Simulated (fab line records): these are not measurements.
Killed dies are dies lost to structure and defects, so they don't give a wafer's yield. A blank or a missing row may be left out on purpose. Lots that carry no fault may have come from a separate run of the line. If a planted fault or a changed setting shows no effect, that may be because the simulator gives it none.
Which tool was responsible? | flow n5_finfet | 21 lots, 63 wafers sampled, at 6 steps of a route of 1938

== WHAT EACH GAUGE READ, for each wafer ==
N5_MOL_CONTACT_COAG_CD_MEAS_99: target cd 17.2 nm. Usual: 17.3 nm for cd_nm, sd 0.36.
lot  | measured     | on        | cd_nm (nm)     | flag
L075 | day 4 22:50  | cd_sem-03 | 17.0 17.0 16.9 |
L076 | day 5 03:50  | cd_sem-03 | 17.5 17.6 17.4 |
L077 | day 5 11:10  | cd_sem-03 | 18.0 17.9 18.0 |
L078 | day 5 21:35  | cd_sem-02 | 17.3 17.4 17.7 |
L079 | day 6 04:43  | cd_sem-01 | 16.7 17.5 17.2 |
L080 | day 6 06:41  | cd_sem-03 | 17.8 16.9 18.0 |
L081 | day 6 10:58  | cd_sem-02 | 17.9 17.9 17.5 |
L082 | day 6 15:20  | cd_sem-01 | 17.6 17.5 17.3 |
L083 | day 6 19:41  | cd_sem-03 | 17.2 17.3 16.5 |
L084 | day 7 06:31  | cd_sem-01 | 17.1 17.4 17.8 |
L086 | day 8 00:03  | cd_sem-01 | 17.5 16.8 17.6 |
L087 | day 8 02:44  | cd_sem-03 | 17.0 16.7 16.8 |
L088 | day 8 06:39  | cd_sem-01 | 16.9 16.9 17.1 |
L089 | day 8 14:27  | cd_sem-03 | 17.3 17.9 17.2 |
L090 | day 8 15:08  | cd_sem-01 | 17.6 17.2 17.6 |
L091 | day 9 01:14  | cd_sem-01 | 16.8 17.2 16.7 |
L092 | day 9 04:00  | cd_sem-03 | 17.4 17.4 17.7 |
L093 | day 9 11:56  | cd_sem-01 | 17.4 17.7 16.9 |
L094 | day 9 16:03  | cd_sem-02 | 17.0 16.5 17.8 |
L095 | day 9 23:40  | cd_sem-01 | 17.4 17.2 17.4 |
L097 | day 10 15:17 | cd_sem-03 | 17.7 17.2 17.5 |

== WHAT TOOL EACH LOT RAN ON (gives the tool, then ch and the chambers of the sampled wafers, and finally the start) ==
lot  | N5_GATE_CUT_ETCHBACK_00           | N5_GATE_CUT_ETCH_37               | N5_GATE_CUT_CUT_ETCH_53           | N5_GATE_CUT_ALD_22                | N5_MOL_CONTACT_COAG_CONTACT_ETCH_14
L075 | rie_metal-02 ch 1, day 4 14:59    | rie_diel-05 ch 0,1,3, day 4 18:44 | rie_metal-01 ch 0,1, day 4 19:02  | ald_sin-03 ch 0,1, day 4 19:29    | rie_diel-06 ch 1,2, day 4 22:37
L076 | rie_metal-01 ch 0,1, day 4 19:46  | rie_diel-04 ch 0,2,3, day 4 23:44 | rie_metal-02 ch 0,1, day 5 00:03  | ald_sin-04 ch 0,1,2, day 5 00:30  | rie_diel-02 ch 0,2, day 5 03:38
L077 | rie_metal-02 ch 0,1, day 5 01:05  | rie_diel-03 ch 0,1,2, day 5 06:16 | rie_metal-01 ch 0,1, day 5 06:35  | ald_sin-03 ch 1,2, day 5 07:42    | rie_diel-01 ch 0,2, day 5 10:58
L078 | rie_metal-01 ch 0,1, day 5 13:36  | rie_diel-03 ch 0,2,3, day 5 17:21 | rie_metal-03 ch 0,1, day 5 17:40  | ald_sin-04 ch 0,1,2, day 5 18:07  | rie_diel-06 ch 0,2, day 5 21:22
L079 | rie_metal-02 ch 1, day 5 19:45    | rie_diel-05 ch 0,3, day 5 23:55   | rie_metal-02 ch 0,1, day 6 00:14  | ald_sin-03 ch 1,2,3, day 6 00:41  | rie_diel-06 ch 0,1,3, day 6 04:30
L080 | rie_metal-01 ch 0,1, day 5 22:46  | rie_diel-03 ch 1,3, day 6 02:34   | rie_metal-02 ch 0,1, day 6 02:53  | ald_sin-02 ch 0,1,2, day 6 03:20  | rie_diel-02 ch 0,2, day 6 06:28
L081 | rie_metal-03 ch 0,1, day 6 02:48  | rie_diel-04 ch 0,2, day 6 06:33   | rie_metal-03 ch 0,1, day 6 06:52  | ald_sin-04 ch 1,2, day 6 07:19    | rie_diel-01 ch 0,1,2, day 6 10:45
L082 | rie_metal-02 ch 0,1, day 6 07:21  | rie_diel-03 ch 0,3, day 6 11:06   | rie_metal-02 ch 0, day 6 11:25    | ald_sin-02 ch 0,2,3, day 6 11:52  | rie_diel-02 ch 0,1, day 6 15:07
L083 | rie_metal-01 ch 0,1, day 6 11:27  | rie_diel-04 ch 0,2,3, day 6 15:26 | rie_metal-01 ch 0, day 6 15:46    | ald_sin-03 ch 0,1,3, day 6 16:12  | rie_diel-01 ch 1,3, day 6 19:28
L084 | rie_metal-03 ch 0,1, day 6 21:58  | rie_diel-05 ch 0,2,3, day 7 01:53 | rie_metal-01 ch 0,1, day 7 02:13  | ald_sin-02 ch 1,2,3, day 7 02:39  | rie_diel-06 ch 2,3, day 7 06:18
L086 | rie_metal-02 ch 0,1, day 7 14:23  | rie_diel-04 ch 0,1, day 7 18:16   | rie_metal-02 ch 0,1, day 7 18:35  | ald_sin-02 ch 1,3, day 7 20:26    | rie_diel-01 ch 0,1,3, day 7 23:50
L087 | rie_metal-03 ch 0,1, day 7 17:55  | rie_diel-03 ch 0,1, day 7 22:38   | rie_metal-03 ch 0,1, day 7 22:57  | ald_sin-02 ch 0,3, day 7 23:24    | rie_diel-06 ch 0,1, day 8 02:32
L088 | rie_metal-02 ch 0,1, day 7 22:37  | rie_diel-05 ch 0,1,3, day 8 02:23 | rie_metal-02 ch 0,1, day 8 02:41  | ald_sin-03 ch 0,1,3, day 8 03:08  | rie_diel-06 ch 1,2,3, day 8 06:26
L089 | rie_metal-01 ch 0,1, day 8 06:11  | rie_diel-05 ch 1,2, day 8 10:10   | rie_metal-03 ch 0,1, day 8 10:29  | ald_sin-02 ch 0,3, day 8 10:56    | rie_diel-02 ch 1,2, day 8 14:14
L090 | rie_metal-02 ch 0,1, day 8 07:14  | rie_diel-03 ch 0,3, day 8 11:02   | rie_metal-03 ch 0,1, day 8 11:22  | ald_sin-04 ch 0,1, day 8 11:47    | rie_diel-01 ch 0,1,2, day 8 14:55
L091 | rie_metal-03 ch 0,1, day 8 15:00  | rie_diel-03 ch 0,3, day 8 20:49   | rie_metal-01 ch 0,1, day 8 21:08  | ald_sin-02 ch 0,3, day 8 21:35    | rie_diel-01 ch 0,1, day 9 01:01
L092 | rie_metal-02 ch 0,1, day 8 18:08  | rie_diel-04 ch 1,2,3, day 8 23:46 | rie_metal-03 ch 0,1, day 9 00:06  | ald_sin-02 ch 0,1,2, day 9 00:32  | rie_diel-01 ch 0,1,2, day 9 03:47
L093 | rie_metal-02 ch 0,1, day 9 03:53  | rie_diel-04 ch 0,2,3, day 9 07:38 | rie_metal-03 ch 0,1, day 9 07:57  | ald_sin-04 ch 0,1,3, day 9 08:24  | rie_diel-06 ch 0,2,3, day 9 11:43
L094 | rie_metal-03 ch 0,1, day 9 07:20  | rie_diel-03 ch 1,2,3, day 9 11:56 | rie_metal-03 ch 0,1, day 9 12:16  | ald_sin-02 ch 0,2,3, day 9 12:43  | rie_diel-02 ch 2,3, day 9 15:50
L095 | rie_metal-03 ch 0,1, day 9 15:28  | rie_diel-05 ch 1,2,3, day 9 19:22 | rie_metal-01 ch 0,1, day 9 19:40  | ald_sin-02 ch 0,1, day 9 20:07    | rie_diel-01 ch 0,1,2, day 9 23:28
L097 | rie_metal-03 ch 0,1, day 10 04:41 | rie_diel-03 ch 0,3, day 10 11:07  | rie_metal-02 ch 0,1, day 10 11:28 | ald_sin-04 ch 1,2,3, day 10 11:56 | rie_diel-01 ch 1,2, day 10 15:04
- N5_GATE_CUT_ETCHBACK_00: etches W in SF6/Cl2.
- N5_GATE_CUT_ETCH_37: etches SOC in N2/H2, target depth 60 nm, overetch 12 nm, time 90 s.
- N5_GATE_CUT_CUT_ETCH_53: etches W in SF6/Cl2, target depth 79.2 nm.
- N5_GATE_CUT_ALD_22: deposits SiNx, target thk 16 nm, pulse time 1 s, ald cycles 320.
- N5_MOL_CONTACT_COAG_CONTACT_ETCH_14: etches SiO2 in C4F6/O2, target depth 27.5 nm, overetch 8.5 nm, time 20 s.

== WHAT THE TOOLS THEMSELVES READ (means of the sampled wafers that have a number; where no wafer has one, the mark that the record gives instead) ==
N5_GATE_CUT_ETCHBACK_00. Usual: SF6_flow_sccm 39.97 sccm, standard deviation 0.13; drypump_motor_current_A 5.9 A, standard deviation 0.58; oes_product_au 0.77 a.u., standard deviation 0.085; throttle_valve_pct 27.39 %, standard deviation 0.25.
lot  | tool         | SF6_flow_sccm (sccm) | drypump_motor_current_A (A) | oes_product_au (a.u.) | throttle_valve_pct (%) | flag
L075 | rie_metal-02 | 40.00                | 6.3                         | 0.86                  | 27.16                  |
L076 | rie_metal-01 | 40.10                | 6.0                         | 0.83                  | 27.59                  |
L077 | rie_metal-02 | 40.09                | 6.3                         | 0.81                  | 27.30                  |
L078 | rie_metal-01 | 40.06                | 5.8                         | 0.87                  | 27.72                  |
L079 | rie_metal-02 | 40.01                | 6.3                         | 0.87                  | 27.16                  |
L080 | rie_metal-01 | 39.88                | 5.8                         | 0.88                  | 27.73                  |
L081 | rie_metal-03 | 39.92                | 5.1                         | 0.70                  | 27.15                  |
L082 | rie_metal-02 | 39.93                | 6.4                         | 0.76                  | 27.41                  |
L083 | rie_metal-01 | 39.89                | 6.0                         | 0.80                  | 27.59                  |
L084 | rie_metal-03 | 39.93                | 5.1                         | 0.68                  | 27.25                  |
L086 | rie_metal-02 | 40.03                | 6.3                         | 0.80                  | 27.30                  |
L087 | rie_metal-03 | 40.07                | 5.0                         | 0.70                  | 27.15                  |
L088 | rie_metal-02 | 40.01                | 6.3                         | 0.80                  | 27.30                  |
L089 | rie_metal-01 | 40.02                | 6.0                         | 0.80                  | 27.61                  |
L090 | rie_metal-02 | 39.96                | 6.4                         | 0.75                  | 27.43                  |
L091 | rie_metal-03 | 40.03                | 5.0                         | 0.69                  | 27.16                  |
L092 | rie_metal-02 | 39.78                | 6.4                         | 0.74                  | 27.44                  |
L093 | rie_metal-02 | 40.04                | 6.3                         | 0.78                  | 27.31                  |
L094 | rie_metal-03 | 39.92                | 5.1                         | 0.69                  | 27.16                  |
L095 | rie_metal-03 | 39.89                | 5.1                         | 0.68                  | 27.25                  |
L097 | rie_metal-03 | 39.95                | 5.1                         | 0.67                  | 27.27                  |

N5_GATE_CUT_ETCH_37. Usual: drypump_motor_current_A 5.6 A, standard deviation 0.54; h2_flow_sccm 200.1 sccm, standard deviation 0.59; n2_flow_sccm 200.0 sccm, standard deviation 0.57; oes_product_au 0.70 a.u., standard deviation 0.069; rf_vpp_V 524.3 V, standard deviation 2.6; showerhead_plenum_p_Torr 2.56 Torr, standard deviation 0.094; temp_c 40.01 C, standard deviation 0.11; throttle_valve_pct 17.89 %, standard deviation 0.22.
lot  | tool        | drypump_motor_current_A (A) | h2_flow_sccm (sccm) | n2_flow_sccm (sccm) | oes_product_au (a.u.) | rf_vpp_V (V) | showerhead_plenum_p_Torr (Torr) | temp_c (C) | throttle_valve_pct (%) | flag
L075 | rie_diel-05 | 5.8                         | 200.2               | 200.0               | 0.81                  | 525.8        | 2.63                            | 40.04      | 17.61                  |
L076 | rie_diel-04 | 5.1                         | 200.4               | 199.9               | 0.68                  | 524.4        | 2.54                            | 39.90      | 17.73                  |
L077 | rie_diel-03 | 5.7                         | 200.2               | 199.8               | 0.67                  | 523.2        | 2.54                            | 40.02      | 17.98                  |
L078 | rie_diel-03 | 5.8                         | 200.1               | 200.2               | 0.65                  | 523.2        | 2.52                            | 40.01      | 18.05                  |
L079 | rie_diel-05 | 6.0                         | 199.6               | 199.5               | 0.81                  | 524.3        | 2.55                            | 40.04      | 17.49                  |
L080 | rie_diel-03 | 6.2                         | 199.7               | 199.8               | 0.63                  | 523.4        | 2.51                            | 39.96      | 18.13                  |
L081 | rie_diel-04 | 5.2                         | 200.0               | 200.4               | 0.67                  | 523.1        | 2.51                            | 40.08      | 17.63                  |
L082 | rie_diel-03 | 5.4                         | 200.0               | 199.7               | 0.67                  | 521.4        | 2.46                            | 39.88      | 18.14                  |
L083 | rie_diel-04 | 5.1                         | 200.0               | 200.0               | 0.67                  | 522.9        | 2.53                            | 40.02      | 17.75                  |
L084 | rie_diel-05 | 5.6                         | 200.0               | 200.2               | 0.82                  | 526.7        | 2.62                            | 39.91      | 17.62                  |
L086 | rie_diel-04 | 5.2                         | 201.0               | 200.0               | 0.67                  | 524.4        | 2.58                            | 40.01      | 17.81                  |
L087 | rie_diel-03 | 5.7                         | 199.9               | 199.9               | 0.67                  | 522.8        | 2.51                            | 40.11      | 18.04                  |
L088 | rie_diel-05 | 5.8                         | 200.3               | 199.6               | 0.76                  | 526.0        | 2.62                            | 39.96      | 17.67                  |
L089 | rie_diel-05 | 5.4                         | 200.0               | 200.3               | 0.78                  | 528.0        | 2.69                            | 40.16      | 17.84                  |
L090 | rie_diel-03 | 5.4                         | 200.9               | 200.7               | 0.76                  | 521.5        | 2.45                            | 40.00      | 18.01                  |
L091 | rie_diel-03 | 5.8                         | 200.2               | 199.9               | 0.80                  | 522.3        | 2.47                            | 40.05      | 17.90                  |
L092 | rie_diel-04 | 5.0                         | 199.7               | 200.4               | 0.66                  | 525.8        | 2.56                            | 39.98      | 17.99                  |
L093 | rie_diel-04 | 5.1                         | 200.2               | 199.9               | 0.66                  | 523.7        | 2.53                            | 39.98      | 17.78                  |
L094 | rie_diel-03 | 6.2                         | 200.1               | 199.9               | 0.71                  | 524.0        | 2.54                            | 40.06      | 17.91                  |
L095 | rie_diel-05 | 5.6                         | 200.1               | 200.1               | 0.78                  | 525.8        | 2.61                            | 40.00      | 17.72                  |
L097 | rie_diel-03 | 5.8                         | 199.8               | 200.6               | 0.78                  | 521.8        | 2.46                            | 40.07      | 17.93                  |

N5_GATE_CUT_CUT_ETCH_53. Usual: SF6_flow_sccm 40.02 sccm, standard deviation 0.13; drypump_motor_current_A 5.7 A, standard deviation 0.59; etch_rf_on_time_s 26.69 s, standard deviation 0.29; oes_product_au 0.68 a.u., standard deviation 0.078; throttle_valve_pct 28.77 %, standard deviation 0.27.
lot  | tool         | SF6_flow_sccm (sccm) | drypump_motor_current_A (A) | etch_rf_on_time_s (s) | oes_product_au (a.u.) | throttle_valve_pct (%) | flag
L075 | rie_metal-01 | 39.93                | 6.0                         | 26.70                 | 0.75                  | 29.00                  |
L076 | rie_metal-02 | 40.01                | 6.4                         | 26.64                 | 0.73                  | 28.69                  |
L077 | rie_metal-01 | 40.16                | 5.8                         | 26.53                 | 0.79                  | 29.13                  |
L078 | rie_metal-03 | 39.94                | 5.0                         | 26.80                 | 0.63                  | 28.51                  |
L079 | rie_metal-02 | 40.06                | 6.3                         | 26.71                 | 0.72                  | 28.69                  |
L080 | rie_metal-02 | 39.93                | 6.4                         | 26.74                 | 0.68                  | 28.82                  |
L081 | rie_metal-03 | 39.99                | 5.0                         | 26.71                 | 0.63                  | 28.52                  |
L082 | rie_metal-02 | 40.09                | 6.4                         | 26.59                 | 0.64                  | 28.93                  |
L083 | rie_metal-01 | 40.21                | 6.2                         | 26.73                 | 0.69                  | 28.86                  |
L084 | rie_metal-01 | 39.99                | 6.0                         | 26.86                 | 0.72                  | 28.99                  |
L086 | rie_metal-02 | 40.16                | 6.4                         | 26.49                 | 0.67                  | 28.82                  |
L087 | rie_metal-03 | 40.02                | 5.1                         | 26.82                 | 0.61                  | 28.62                  |
L088 | rie_metal-02 | 40.17                | 6.4                         | 26.40                 | 0.67                  | 28.82                  |
L089 | rie_metal-03 | 40.00                | 5.0                         | 26.98                 | 0.62                  | 28.53                  |
L090 | rie_metal-03 | 40.02                | 5.0                         | 26.94                 | 0.62                  | 28.53                  |
L091 | rie_metal-01 | 40.03                | 6.0                         | 26.61                 | 0.72                  | 29.00                  |
L092 | rie_metal-03 | 39.94                | 5.1                         | 26.47                 | 0.62                  | 28.53                  |
L093 | rie_metal-03 | 39.92                | 5.1                         | 26.86                 | 0.60                  | 28.62                  |
L094 | rie_metal-03 | 39.92                | 5.0                         | 26.88                 | 0.62                  | 28.53                  |
L095 | rie_metal-01 | 40.14                | 5.8                         | 26.47                 | 0.75                  | 29.16                  |
L097 | rie_metal-02 | 39.91                | 6.4                         | 26.92                 | 0.65                  | 28.83                  |

N5_GATE_CUT_ALD_22. Usual: heater_power_w 832 W, standard deviation 61; precursor_pulse_height_rel 1.002, standard deviation 0.018.
lot  | tool       | heater_power_w (W) | precursor_pulse_height_rel | flag
L075 | ald_sin-03 | 864                | 1.002                      |
L076 | ald_sin-04 | 880                | 1.005                      |
L077 | ald_sin-03 | 834                | 0.994                      |
L078 | ald_sin-04 | 886                | 0.996                      |
L079 | ald_sin-03 | 810                | 1.004                      |
L080 | ald_sin-02 | 803                | 1.002                      |
L081 | ald_sin-04 | 896                | 0.997                      |
L082 | ald_sin-02 | 826                | 0.993                      |
L083 | ald_sin-03 | 805                | 1.004                      |
L084 | ald_sin-02 | 810                | 0.999                      |
L086 | ald_sin-02 | 764                | 0.997                      |
L087 | ald_sin-02 | 801                | 0.989                      |
L088 | ald_sin-03 | 818                | 0.990                      |
L089 | ald_sin-02 | 813                | 1.015                      |
L090 | ald_sin-04 | 858                | 1.024                      |
L091 | ald_sin-02 | 801                | 1.033                      |
L092 | ald_sin-02 | 797                | 0.999                      |
L093 | ald_sin-04 | 869                | 1.019                      |
L094 | ald_sin-02 | 830                | 0.989                      |
L095 | ald_sin-02 | 789                | 1.004                      |
L097 | ald_sin-04 | 888                | 0.991                      |

N5_MOL_CONTACT_COAG_CONTACT_ETCH_14. Usual: O2_flow_sccm 10.00 sccm, standard deviation 0.032; drypump_motor_current_A 5.5 A, standard deviation 0.32; oes_product_au 0.66 a.u., standard deviation 0.06; rf_vpp_V 692.9 V, standard deviation 2.8; showerhead_plenum_p_Torr 2.89 Torr, standard deviation 0.078; throttle_valve_pct 21.45 %, standard deviation 0.18.
lot  | tool        | O2_flow_sccm (sccm) | drypump_motor_current_A (A) | oes_product_au (a.u.) | rf_vpp_V (V) | showerhead_plenum_p_Torr (Torr) | throttle_valve_pct (%) | flag
L075 | rie_diel-06 | 9.97                | 5.1                         | 0.61                  | 694.3        | 2.96                            | 21.49                  |
L076 | rie_diel-02 | 10.00               | 5.6                         | 0.64                  | 689.7        | 2.77                            | 21.55                  |
L077 | rie_diel-01 | 10.01               | 5.7                         | 0.72                  | 694.5        | 2.93                            | 21.39                  |
L078 | rie_diel-06 | 9.98                | 5.2                         | 0.62                  | 696.2        | 2.99                            | 21.56                  |
L079 | rie_diel-06 | 10.02               | 5.4                         | 0.62                  | 691.5        | 2.88                            | 21.53                  |
L080 | rie_diel-02 | 9.97                | 5.8                         | 0.65                  | 689.0        | 2.78                            | 21.38                  |
L081 | rie_diel-01 | 9.99                | 5.7                         | 0.74                  | 694.6        | 2.92                            | 21.33                  |
L082 | rie_diel-02 | 9.99                | 5.6                         | 0.66                  | 691.8        | 2.86                            | 21.21                  |
L083 | rie_diel-01 | 10.00               | 5.7                         | 0.69                  | 693.2        | 2.89                            | 21.38                  |
L084 | rie_diel-06 | 10.02               | 5.6                         | 0.63                  | 690.9        | 2.85                            | 21.46                  |
L086 | rie_diel-01 | 10.01               | 5.7                         | 0.70                  | 693.7        | 2.90                            | 21.38                  |
L087 | rie_diel-06 | 9.96                | 5.2                         | 0.76                  | 693.2        | 2.90                            | 21.39                  |
L088 | rie_diel-06 | 10.01               | 5.4                         | 0.69                  | 692.6        | 2.88                            | 21.42                  |
L089 | rie_diel-02 | 10.01               | 5.3                         | 0.62                  | 688.8        | 2.79                            | 21.61                  |
L090 | rie_diel-01 | 9.99                | 5.7                         | 0.72                  | 693.9        | 2.92                            | 21.33                  |
L091 | rie_diel-01 | 9.98                | 5.7                         | 0.74                  | 694.1        | 2.93                            | 21.28                  |
L092 | rie_diel-01 | 10.01               | 5.7                         | 0.72                  | 693.9        | 2.91                            | 21.34                  |
L093 | rie_diel-06 | 10.01               | 5.4                         | 0.61                  | 693.4        | 2.91                            | 21.55                  |
L094 | rie_diel-02 | 9.99                | 5.2                         | 0.61                  | 693.7        | 2.90                            | 21.76                  |
L095 | rie_diel-01 | 10.00               | 5.7                         | 0.71                  | 694.5        | 2.91                            | 21.36                  |
L097 | rie_diel-01 | 9.99                | 5.7                         | 0.70                  | 693.8        | 2.90                            | 21.36                  |

== THE ANSWER, worked out from the rows above alone ==
Rule: take the mean of a lot's wafers that have a number; if it is more than 3 standard deviations from the usual mean, the lot is off. Also off: a lot with no number at a reading for which 4 or more lots have one. Any other lot the step has rows for is counted as sound. First the gauges in route order, then the tools' own readings, where a lot's mean is used as printed above. The first step at which some lot is off is used, and at that step the reading that is off furthest; a lot without a number counts as furthest.
No lot is off on any of the readings shown, so nothing can be concluded from this.

== WHAT HAD BEEN PUT IN BY THE SIMULATOR ==
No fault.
